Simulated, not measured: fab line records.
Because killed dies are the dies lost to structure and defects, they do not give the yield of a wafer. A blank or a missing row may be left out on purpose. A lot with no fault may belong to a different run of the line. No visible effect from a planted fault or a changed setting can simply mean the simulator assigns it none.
Chamber matching | flow n5-finfet | N5_FIN_SAQP_ETCH_67 on rie-diel-05: 4 sister chambers
The step etches SiNx in CH3F/O2, target depth 30 nm. 14 wafers are shown with their chamber, then 7 later ones without.

EACH WAFER AND ITS CHAMBER
wafer  | chamber | showerhead-plenum-p-Torr (Torr) | drypump-motor-current-A (A) | rf-vpp-V (V)
L075.1 | 1       | 2.04                            | 5.2                         | 306
L075.3 | 3       | 2.09                            | 4.8                         | 300
L075.6 | 3       | 2.09                            | 4.8                         | 301
L076.1 | 2       | 1.90                            | 5.5                         | 294
L076.3 | 0       | 1.97                            | 5.9                         | 296
L076.4 | 3       | 2.09                            | 4.9                         | 299
L080.1 | 1       | 2.04                            | 5.2                         | 307
L080.3 | 0       | 1.97                            | 5.9                         | 296
L080.5 | 2       | 1.89                            | 5.6                         | 295
L083.4 | 0       | 1.97                            | 5.9                         | 296
L083.5 | 2       | 1.89                            | 5.6                         | 294
L083.6 | 1       | 2.03                            | 5.2                         | 306
L086.1 | 3       | 2.08                            | 4.8                         | 299
L086.2 | 1       | 2.03                            | 5.2                         | 307

SIGNATURES (averages over the wafers above)
reading                  | chamber 0 | chamber 1 | chamber 2 | chamber 3 | scatter within a chamber
showerhead-plenum-p-Torr | 1.9700    | 2.0350    | 1.8933    | 2.0875    | 0.00492
drypump-motor-current-A  | 5.900     | 5.200     | 5.567     | 4.825     | 0.0376
rf-vpp-V                 | 296.00    | 306.50    | 294.33    | 299.75    | 0.665
Rule: a wafer's distance from a chamber is the root of the sum, over the readings, of the square of ((its reading less the chamber's mean) divided by the reading's scatter). If the next closest chamber is less than 2 further off than the closest, the wafer can't be placed; otherwise it belongs to the closest. How the scatter is found: for the shown wafers, subtract from each reading the mean of its chamber, square and add these, divide the total by (wafers less chambers), then take the root.

WAFERS MISSING THEIR CHAMBER
wafer  | showerhead-plenum-p-Torr (Torr) | drypump-motor-current-A (A) | rf-vpp-V (V)
L086.3 | 1.89                            | 5.5                         | 295
L092.2 | 2.07                            | 4.9                         | 300
L092.3 | 1.96                            | 5.9                         | 296
L092.5 | 2.03                            | 5.2                         | 307
L096.3 | 2.07                            | 4.9                         | 300
L096.4 | 2.07                            | 4.8                         | 300
L096.5 | 1.96                            | 5.9                         | 295

THE CHAMBER EACH PASSED THROUGH
wafer  | from the rows above | in truth
L086.3 | 2                   | 2
L092.2 | 3                   | 3
L092.3 | 0                   | 0
L092.5 | 1                   | 1
L096.3 | 3                   | 3
L096.4 | 3                   | 3
L096.5 | 0                   | 0
Correct placement for 7 of the 7. Can't be placed from these rows: 0. Number placed wrongly: 0.
